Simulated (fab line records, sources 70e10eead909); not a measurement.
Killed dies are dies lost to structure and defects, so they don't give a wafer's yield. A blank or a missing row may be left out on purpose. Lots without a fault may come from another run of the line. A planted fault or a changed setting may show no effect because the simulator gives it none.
Chamber matching | flow nand_harc | NHARC_A_CHANNEL_FILL_D1_ALD_02 on ald_hk-02: 4 sister chambers
The step deposits SiO2, target thk 6 nm, pulse time 10 s, ald cycles 60. 4 wafers are shown with their chamber, then 7 later ones without.

WAFERS WITH THEIR CHAMBER
wafer  | chamber | heater_power_w (W)
L086.2 | 2       | 522
L086.4 | 1       | 437
L084.1 | 3       | 587
L084.2 | 0       | 408

WAFERS WITHOUT THEIR CHAMBER
wafer  | heater_power_w (W)
L084.4 | 521
L095.2 | 413
L095.4 | 407
L095.6 | 410
L096.1 | 407
L096.3 | 425
L096.5 | 544

WHICH CHAMBER EACH WENT THROUGH
wafer  | from the rows above     | in truth
L084.4 | 2                       | 2
L095.2 | can't be placed: 0 or 1 | 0
L095.4 | 0                       | 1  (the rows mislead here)
L095.6 | 0                       | 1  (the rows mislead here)
L096.1 | 0                       | 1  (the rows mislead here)
L096.3 | can't be placed: 1 or 0 | 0
L096.5 | 2                       | 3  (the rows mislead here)
Placed correctly: 1 of 7. Can't be placed from these rows: 2 (the true chamber is among the candidates in 2). Placed wrongly: 4.
How it was worked out, from the rows above alone: a wafer's distance from a chamber is the root of the sum, over the readings, of the square of ((its reading less the chamber's mean) divided by the reading's scatter). The wafer belongs to the nearest chamber; if the next one is less than 2 further off, it can't be placed. A chamber's mean is the mean of its shown wafers. The scatter: with one shown wafer a chamber, the root of the mean of the squares of how far each hidden wafer lies from its nearest shown one.
